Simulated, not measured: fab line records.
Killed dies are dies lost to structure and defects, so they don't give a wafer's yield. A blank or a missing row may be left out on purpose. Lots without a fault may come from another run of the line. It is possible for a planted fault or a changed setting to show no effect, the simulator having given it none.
A struck lot beside a sound one -- flow nand-harc -- 14 steps out of a route of 1302
Sound: these wafers, L624.2, L624.3, L624.5. The struck wafers were L636.3, L636.4, L636.5. The cause comes at the end.
For every step that has rows: the tool of each side, followed by ch and its chambers, followed by its first start. Under that, the readings that differ: sound wafers -- struck wafers -- difference of the means -- sigmas: that difference in standard deviations of wafers without a fault.
alike: same words and numbers on both sides, and readings whose means sit less than 2 such deviations apart. not compared: any withheld reading, any reading some wafer has no value for, any bound like >300 that may hide the same value, and any number with overlapping values for which the record gives no deviation.
A row with sigmas, a row that says differs or no value, or rows on one side alone: a step with any of these is where the two part. Numbers that have no deviation but don't overlap get no sigmas and don't part them. Lack of a reading on every wafer of one side parts them only where that side has two or more wafers.

first, 1 step without rows for these wafers: NHARC_A_SGD_CUT_ETCH_26 (etches SiO2 in dHF, target depth 45.8 nm).
NHARC_A_SGD_CUT_ETCHBACK_24: etches the open film in CH3F/O2, target depth 50 nm, time 92.857 s.
  sound on rie-diel-12 ch 1,2, day 20 00:09; struck on rie-diel-12 ch 1,3, day 24 22:59
reading,sound,struck,difference,sigmas
oes-product-au (a.u.),1.00 1.02 1.01,0.94 0.93 0.93,-0.08,-2
  alike: drypump-motor-current-A, rf-vpp-V, showerhead-plenum-p-Torr, throttle-valve-pct
  not compared: rf-hours-counter-h
NHARC_A_SGD_CUT_STRIP_28: strips in O2, time 20 s.
  sound: rie-diel-12 ch 0,1,2; struck: rie-diel-12 ch 0,1
  alike: drypump-motor-current-A, oes-product-au, rf-vpp-V, showerhead-plenum-p-Torr, throttle-valve-pct
  not compared: rf-hours-counter-h
NHARC_A_SGD_CUT_INSPECT_25:
  sound: defect-inspect-01 at day 20 00:23; struck: defect-inspect-01 at day 24 23:14
  alike: raw-defect-count
NHARC_A_SLIT_DEP_25: deposits SiO2, target thk 200 nm.
  sound on pecvd-02 ch 0,2, day 20 00:40; struck on pecvd-02 ch 1,2, day 24 23:30
  alike: heater-power-w, throttle-valve-pct
NHARC_A_SLIT_DEP_00: deposits aC, target thk 6200 nm.
  sound on acl-dep-02 ch 0, day 20 03:26; struck on acl-dep-01 ch 0, day 25 05:00
  alike: throttle-valve-pct
NHARC_A_SLIT_DEP_23: deposits SiON, target thk 100 nm.
  sound on pecvd-02 ch 0,2, day 20 06:30; struck on pecvd-02 ch 0,2, day 25 07:36
  alike: heater-power-w
then, 5 steps without rows for these wafers: NHARC_A_SLIT_DEHYDRATE_01 (time 120 s); NHARC_A_SLIT_HMDS_02 (time 30 s); NHARC_A_SLIT_COAT_03 (resist thk 90 nm); NHARC_A_SLIT_SOFTBAKE_04 (time 55 s); NHARC_A_SLIT_EBR_05.
NHARC_A_SLIT_EXPOSE_06: exposes mask SLIT.
  sound on arfi-scanner-01 ch 0, day 20 07:03; struck on arfi-scanner-01, day 25 08:09
  no value came back on the struck wafers for exposure-dose-mJ-cm2, focus-offset-nm (nm); on the sound wafers exposure-dose-mJ-cm2 reads 60.71 60.69 60.65
  alike: mask
then, 1 step without rows for these wafers: NHARC_A_SLIT_PEB_07 (peb time 65 s).

## WHERE THEY PART
Earliest at NHARC_A_SGD_CUT_ETCHBACK_24; latest, in this record, at NHARC_A_SLIT_EXPOSE_06.

WHY: the cause the simulator had injected
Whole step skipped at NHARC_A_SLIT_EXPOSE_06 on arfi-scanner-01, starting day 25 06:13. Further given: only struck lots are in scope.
